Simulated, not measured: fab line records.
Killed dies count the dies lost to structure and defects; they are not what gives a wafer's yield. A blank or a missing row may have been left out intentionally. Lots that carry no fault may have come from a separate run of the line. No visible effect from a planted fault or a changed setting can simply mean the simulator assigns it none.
fab line records    flow n5-finfet
[record] lots = 4  wafers = 8  last-day = 17
route steps=1938 shown BEOL_M0_SAQP@652 PASSIVATION@1936
lots with no fault: from the same line, run without faults
start-h: hours from the record's first day to the start of the lot's first wafer shown    wait-h: hours from the lot's prior step to this one    " repeats the value in the row above    L1.1+2: a row that stands for several wafers    - no value, or no start given    * or withheld: withheld    < > ~ a bound
route shown NAME@n: names a module that has steps shown in the file, with the first one's number in the route    usual: mean/standard deviation taken from wafers without a fault    same: alike in all rows    chamber/n: place in a boat    sites: the reading at each site    _std_site: how widely they spread, as a standard deviation    _edge_site: the outer-site mean with the inner-site mean subtracted    radius-mm: how far each site lies from the wafer's centre    mask NAME#n: copy n    behind: tool/chamber where the wafer was last shaped    hold: the reason the lot was held/the length of the hold in hours/how it ended    device: whichever transistor did not switch (one of n, p or np)    end of line: the tests these same wafers got at the end of their route    for a step that has no rows: nothing shown but its recipe    killed: the dies lost at the first sort to structure and to defects; this is not the yield of the wafer    map: per-die view of a wafer (x killed, . not killed, _ where there is no die)
set.NAME: the setting as run; set.NAME@STEP: as run at that earlier step    model.NAME: the simulator's own value behind a step, which no gauge read
lots seen at some steps along the route; tables by step, rows by wafer
services: from which hour (start-h, from the record's first day; less than 0 if before it) a tool's chamber was out of use, for how many hours, and why
[[steps]]
[step N5_BEOL_M0_SAQP_DESCUM_19]
[recipe] chemistry = O2  time-s = 7.9  source-power-w = 50  bias-power-w = 20  pressure-mtorr = 20  rf-frequency-hz = 2.712e+07  temp-c = 40  resist = CAR-ArF  o2-flow-sccm = 225
[step N5_BEOL_M0_SAQP_ETCH_83]
[recipe] chemistry = CF4  target = SiARC  target-depth-a = 390  mask-material = CAR-ArF  time-s = 65  ion-energy-ev = 80  pressure-mtorr = 40  source-w = 545  bias-w = 36  Ar_flow_sccm = 100  cf4-flow-sccm = 100  ends = cleared
[step N5_BEOL_M0_SAQP_ETCH_84]
[recipe] chemistry = N2/H2  target = SOC  target-depth-a = 1000  overetch-a = 200  mask-material = SiARC  temp-c = 40  time-s = 150  ion-energy-ev = 200  pressure-mtorr = 30  source-w = 840  bias-w = 150  n2-flow-sccm = 200  h2-flow-sccm = 200
[step N5_BEOL_M0_SAQP_STRIP_80]
[recipe] chemistry = N2/H2  temp-c = 40  n2-flow-sccm = 200  h2-flow-sccm = 200  rf-frequency-hz = 6e+07
[step N5_BEOL_M0_SAQP_HM_OPEN_112]
[recipe] chemistry = CHF3/O2  target = SiO2  stop-on = a-Si  target-depth-a = 120  over-etch-frac = 1.25  mask-material = SOC  time-s = 13.5  pressure-mtorr = 30  source-w = 650  bias-w = 170  Ar_flow_sccm = 200  CHF3_flow_sccm = 50  O2_flow_sccm = 5  ion-energy-ev = 200  ends = end-point
[step N5_BEOL_M0_SAQP_STRIP_113]
[recipe] chemistry = CHF3/O2  resist = SiARC  rf-frequency-hz = 6e+07
[step N5_BEOL_M0_SAQP_MANDREL_ETCH_20]
[recipe] target-depth-a = 600  chemistry = HBr/Cl2  target = a-Si  stop-on = SiNx  bt-time-s = 10  mask-material = SOC  over-etch-frac = 0.5  time-s = 30  pressure-mtorr = 10  icp-w = 800  bias-w = 75  HBr_flow_sccm = 150  Cl2_flow_sccm = 80  ends = end-point
[step N5_BEOL_M0_SAQP_STRIP_86]
[recipe] chemistry = N2/H2  power-w = 500  temp-c = 40  pressure-mtorr = 50  rf-frequency-hz = 6e+07  overash-fraction = 0.3  bias-power-w = 28  h2-frac = 0.5  n2-flow-sccm = 300  h2-flow-sccm = 300
[step N5_BEOL_M0_SAQP_STRIP_115]
[recipe] chemistry = post-etch-residue-remover  time-s = 60  temp-c = 25  remover-ph = withheld  remover-water-wt-pct = withheld  remover-fluoride-wt-pct = withheld
[step N5_BEOL_M0_SAQP_SRD_93]
[recipe] dry = ipa-marangoni  time-s = 30  temp-c = 23  rinse-liquid = diw
[step N5_BEOL_M0_SAQP_RECESS_114]
[recipe] chemistry = HF/NH3  target = SiO2  target-depth-a = 144  afs-cycles = 3  temp-c = 30  sublimation-temp-c = 180  sublimation-time-s = 60
[step N5_BEOL_M0_SAQP_SPACER1_ALD_98]
[recipe] material = SiO2  target-thk-a = 128  temp-c = 300  ald-precursor-family = BDEAS  ald-co-reactant = O2-plasma  pulse-time-s = 1  purge-time-s = 2  co-reactant-purge-time-s = 2  ald-cycles = 138  pressure-torr = 2
[usual] heater-power-w = 498/38  precursor-pulse-height-rel = 0.999/0.019
[same] pulse-time-s = 1
lot.wafer  tool        chamber  start-h  wait-h  heater-power-w  precursor-pulse-height-rel
L187.1     ald-sin-04  0        129.43   0.8     527             0.981
L187.3     "           2        "        "       501             1.010
L187.6     "           1        "        "       422             1.009
L198.1     ald-sin-01  3        192.73   0.3     541             0.993
L198.3     "           1        "        "       431             0.963
L198.6     "           3        "        "       541             1.013
L203.6     ald-sin-01  2        221.88   0.3     493             1.003
L204.5     ald-sin-01  2        236.52   0.3     489             0.982
[step N5_BEOL_M0_SAQP_SPACER1_ETCHBACK_99]
[recipe] chemistry = CHF3/O2  mode = anisotropic-etchback  target = SiO2  target-depth-a = 154  time-s = 7.7  pressure-mtorr = 30  source-w = 650  bias-w = 170  Ar_flow_sccm = 200  CHF3_flow_sccm = 50  O2_flow_sccm = 5  ion-energy-ev = 200
[step N5_BEOL_M0_SAQP_MANDREL1_REMOVE_100]
[recipe] chemistry = HBr/Cl2/O2  bt-time-s = 10  target = a-Si  stop-on = SiNx  endpoint = OES-SiCl  over-etch-frac = 0.85  icp-w = 600  bias-w = 30  HBr_flow_sccm = 150  Cl2_flow_sccm = 80  O2_flow_sccm = 5  pressure-mtorr = 10
[step N5_BEOL_M0_SAQP_ETCH_101]
[recipe] chemistry = CH3F/O2  target = SiNx  mask-material = SiO2  target-depth-a = 299  time-s = 42.7  pressure-mtorr = 30  source-w = 395  bias-w = 73  Ar_flow_sccm = 150  CH3F_flow_sccm = 30  O2_flow_sccm = 20  ion-energy-ev = 120
[step N5_BEOL_M0_SAQP_ETCH_102]
[recipe] chemistry = CF4  target = SiO2  target-depth-a = 40  ion-energy-ev = 350  time-s = 4.4  pressure-mtorr = 10  icp-w = 800  bias-w = 400  cf4-flow-sccm = 80
[step N5_BEOL_M0_SAQP_MANDREL_ETCH_103]
[recipe] chemistry = HBr/Cl2  target = a-Si  target-depth-a = 450  bt-time-s = 10  stop-on = SiCN  mask-material = SiO2  over-etch-frac = 0.8  time-s = 27  pressure-mtorr = 10  icp-w = 800  bias-w = 75  HBr_flow_sccm = 150  Cl2_flow_sccm = 80  ends = end-point
[step N5_BEOL_M0_SAQP_RECESS_104]
[recipe] chemistry = HF/NH3  target = SiO2  target-depth-a = 180  afs-cycles = 3  temp-c = 30  sublimation-temp-c = 180  sublimation-time-s = 60
[step N5_BEOL_M0_SAQP_COAT_105]
[recipe] resist = SOC  temp-c = 250  time-s = 60  spin-rpm = 1500  resist-thk-nm = 100
[step N5_BEOL_M0_SAQP_ETCH_106]
[recipe] chemistry = N2/H2  target = SOC  target-depth-a = 1500  stop-on = SiNx  ion-energy-ev = 100  bias-w = 61  pressure-mtorr = 30  source-w = 850  n2-flow-sccm = 200  h2-flow-sccm = 200
[step N5_BEOL_M0_SAQP_ETCH_107]
[recipe] chemistry = CH3F/O2  target = SiNx  target-depth-a = 300  mask-material = SOC  pressure-mtorr = 30  source-w = 395  bias-w = 73  Ar_flow_sccm = 150  CH3F_flow_sccm = 30  O2_flow_sccm = 20  ion-energy-ev = 120
[step N5_BEOL_M0_SAQP_STRIP_108]
[recipe] chemistry = N2/H2  power-w = 500  temp-c = 40  pressure-mtorr = 50  rf-frequency-hz = 6e+07  overash-fraction = 0.3  bias-power-w = 28  h2-frac = 0.5  n2-flow-sccm = 300  h2-flow-sccm = 300
[step N5_BEOL_M0_SAQP_RECESS_109]
[recipe] chemistry = HF/NH3  target = SiO2  target-depth-a = 30  afs-cycles = 1  temp-c = 30  sublimation-temp-c = 180  sublimation-time-s = 60
[step N5_BEOL_M0_SAQP_SPACER2_ALD_26]
[recipe] material = SiO2  target-thk-a = 150  temp-c = 300  ald-precursor-family = BDEAS  ald-co-reactant = O2-plasma  pulse-time-s = 1  purge-time-s = 2  co-reactant-purge-time-s = 2  pressure-torr = 2
[step N5_BEOL_M0_SAQP_SPACER2_ETCHBACK_27]
[recipe] chemistry = CHF3/O2  mode = anisotropic-etchback  target = SiO2  target-depth-a = 225  time-s = 11.25  pressure-mtorr = 30  source-w = 650  bias-w = 170  Ar_flow_sccm = 200  CHF3_flow_sccm = 50  O2_flow_sccm = 5  ion-energy-ev = 200
[step N5_BEOL_M0_SAQP_MANDREL2_REMOVE_110]
[recipe] chemistry = HBr/Cl2/O2  bt-time-s = 10  target = a-Si  stop-on = SiCN  endpoint = OES-SiCl  over-etch-frac = 1  icp-w = 600  bias-w = 30  HBr_flow_sccm = 150  Cl2_flow_sccm = 80  O2_flow_sccm = 5  pressure-mtorr = 10
[step N5_BEOL_M0_SAQP_COAT_69]
[recipe] resist = SOC  temp-c = 250  time-s = 60  spin-rpm = 1500  resist-thk-nm = 90
[step N5_BEOL_M0_SAQP_COAT_72]
[recipe] resist = SiARC  temp-c = 220  time-s = 60  spin-rpm = 1500  resist-thk-nm = 15
[step N5_BEOL_M0_SAQP_COAT_87]
[recipe] resist = underlayer  temp-c = 205  time-s = 60  spin-rpm = 1500  resist-thk-nm = 5
[step N5_BEOL_M0_SAQP_COAT_34]
[recipe] resist = CAR-EUV  spin-rpm = 1500  resist-thk-nm = 30
[step N5_BEOL_M0_SAQP_EBR_36]
[recipe] solvent = PGMEA  ebr-width-mm = 1.5
[step N5_BEOL_M0_SAQP_SOFTBAKE_35]
[recipe] temp-c = 110  time-s = 60  resist = CAR-EUV
[step N5_BEOL_M0_SAQP_EXPOSE_37]
[recipe] mask-id = M0_CUT1  na = 0.33  source-shape = annular  sigma-inner = 0.35  sigma-outer = 0.8  polarization = unpolarized  target-cd-nm = 30  dose-mj = 44.75
[step N5_BEOL_M0_SAQP_PEB_38]
[recipe] peb-temp-c = 100  peb-time-s = 60  resist = CAR-EUV
[step N5_BEOL_M0_SAQP_DEVELOP_39]
[recipe] develop-time-s = 30  developer = TMAH  resist = CAR-EUV  rinse-liquid = surfactant-rinse  dry = air-spin  dev-temp-c = 23
[step N5_BEOL_M0_SAQP_DESCUM_45]
[recipe] chemistry = O2  time-s = 7  source-power-w = 50  bias-power-w = 20  pressure-mtorr = 20  rf-frequency-hz = 2.712e+07  temp-c = 40  resist = CAR-EUV  o2-flow-sccm = 225
[step N5_PASSIVATION_PROBE_49]
[usual] defect-limited-yield = 91.2/1.4  killed_at_M0_to_M3 = 35/11  killed_at_M4_up = 14/5.6  killed-at-contacts = 12/5.6  killed-at-front-end = 38/11  killed-at-other = 4/3.4  killed-dies = 103/17  killed-on-rim = 13/3.5  killed-open = 68/12  killed-short = 33/8.8  sort_bin_5_function = 5.1/0.89  sort_bin_6_memory = 3.3/0.71  sort-n-pass = 1077/17  sort-yield-pct = 91.2/1.4
[same] gross-dies = 1180  killed-at-back-side = 0  sort_bin_4_leakage[%] = 0  sort_bin_8_speed[%] = 0
lot.wafer  tool       chamber  start-h  wait-h  defect-limited-yield[%]  killed_at_M0_to_M3  killed_at_M4_up  killed-at-contacts  killed-at-front-end  killed-at-other  killed-dies  killed-on-rim  killed-open  killed-short  sort_bin_5_function[%]  sort_bin_6_memory[%]  sort-n-pass  sort-yield-pct[%]
L198.1     prober-01  -        358.57   0.0     89.6                     53                  8                6                   51                   5                123          16             83           33            5.8                     4.2                   1057         89.6
L203.6     prober-01  -        395.97   0.3     86.4                     101                 13               13                  34                   0                161          31             60           29            8.4                     2.9                   1019         86.4
L204.5     prober-02  -        396.75   0.2     85.2                     109                 19               12                  24                   11               175          30             72           27            8.7                     3.6                   1005         85.2
// killed by level:class
L198.1 STI_FIN_REVEAL:geometric-particle:open=29 BEOL_M3:geometric-particle:open=13 BEOL_M0_SAQP:geometric-particle:open=12 BEOL_M0_SAQP:geometric-particle:short=10 BEOL_M1:geometric-particle:open=5 HKMG_FIN:area-etch=5 GATE_CUT:geometric-particle:short=4 BEOL_M3:geometric-particle:short=4
L203.6 BEOL_M0_SAQP:unspecified=72 MOL_CONTACT_COAG:geometric-particle:open=11 BEOL_M3:geometric-particle:open=10 BEOL_M4:geometric-particle:open=8 STI_FIN_REVEAL:geometric-particle:open=7 BEOL_M0_SAQP:geometric-particle:short=7 FIN_SAQP:geometric-particle:open=5 DUMMY_GATE:geometric-particle:open=5
L204.5 BEOL_M0_SAQP:unspecified=75 BEOL_M4:geometric-particle:open=12 STI_FIN_REVEAL:geometric-particle:open=10 MOL_CONTACT_COAG:geometric-particle:open=7 BEOL_M2:geometric-particle:open=7 MOL_CONTACT_COAG:geometric-particle:short=5 BEOL_M0_SAQP:geometric-particle:short=5 BEOL_M0_SAQP:geometric-particle:open=5
// map L203.6 (x killed, . not)
_________________............________________
______________.................._____________
___________.................x..xxxx__________
__________.x.........x...........xxx_________
________..............x...x......xxxxx_______
_______......x.......x......x....xxxxxx______
______...x...............x.....xxxxxxxxx_____
_____...........x.....x..x....x.xxxxxxxxx____
____.....x.......................xxxxxxxxx___
___...................x........x..xxxxxxxxx__
___.x.............................xxxxxxxxx__
__................x......x.x........xxxxxx.x_
__x.x...........x......x.............x.x.xx._
_...................x....x..................x
_.........x......x....x..........x........x..
_.x..........x.....x..................x......
_x............x........x.....................
_.........x......x..........xxx..............
_....x..x.............xxx....................
_....................................x.......
_........x..................x................
__...........................x..........x..._
__..x.x...x.........x.....x................._
___...x....................x...............__
___........x.............x.................__
____....x....x..........x.....xxx.....x...___
_____.......x................x...........____
______.....x...................x........_____
_______.x.........x....................______
________........x..............xx..x.._______
__________.......x................x._________
___________...x.x...............x..__________
______________................x._____________
_________________............________________
// map L204.5 (x killed, . not)
_________________............________________
______________.......x...x......_____________
___________......................xx__________
__________....x..x.....x.........xxx_________
________.......................x.xxxxx_______
_______....x..x.x.x..x...x....x.xxxxxxx______
______.........x....x.........xxxxxxxxxx_____
_____.....x.....x...x...........xxxxxxxxx____
____....................x.......x.xxxxxxxx___
___.................x.x...........xxxxxxxxx__
___......xx........x........x...x..xxxxxxxx__
__....x.x..x.....................x.xxxxxxxxx_
__.x...............x..x..........x...xx.xx.._
_....................xx......x....x.......x.x
_...x.x.........xx..........................x
_...........x................................
_..........x...............x............x...x
_...x......x..............................x..
_........x............................x......
_.....x......x...x........................x..
_...................x.....x........x....x....
__......x...x.............................x._
__..........x.......................x...x..._
___.......x............x................x..__
___....................................x...__
____....x............x.......x............___
_____............x.......x.....x.x......x____
______.x...x............................_____
_______.....x.x...x..............x.....______
________..x..xx..x.x.x................_______
__________........x..x.............._________
___________x.............x.........__________
______________.................._____________
_________________.x..x......x________________
[[services]]
tool        chamber  start-h  hours  kind
ald-sin-01  -        178.71   0.8    pm
ald-sin-01  1        195.26   18.3   repair
[[key]]
[first-sign] step = N5_PASSIVATION_PROBE_49  reading = killed_at_M0_to_M3  direction = up  sigmas = 6.6  usual = 35  struck = 105
[effect] step = N5_PASSIVATION_PROBE_49  reading = defect-limited-yield  direction = down  sigmas = 3.8  usual = 91.2  struck = 85.8
[more-kills-born-at] N5_BEOL_M0_SAQP_SPACER1_ALD_98@ald-sin-01 = 147
met-at N5_BEOL_M0_SAQP_SPACER1_ALD_98
struck-wafers L203.6,L204.5
also-fits time
[earlier-fault] kind = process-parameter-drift  tool = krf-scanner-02  chamber = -  onset-h = 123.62  steps = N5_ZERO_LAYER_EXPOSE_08  channel = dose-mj  offset = 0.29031  shape = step  acts-in = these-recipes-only  stated = 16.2
[fault] kind = chamber-particle-source  tool = ald-sin-01  chamber = 2  onset-h = 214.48  steps = N5_BEOL_M0_SAQP_SPACER1_ALD_98  rate-per-visit-cm2 = 2.1845
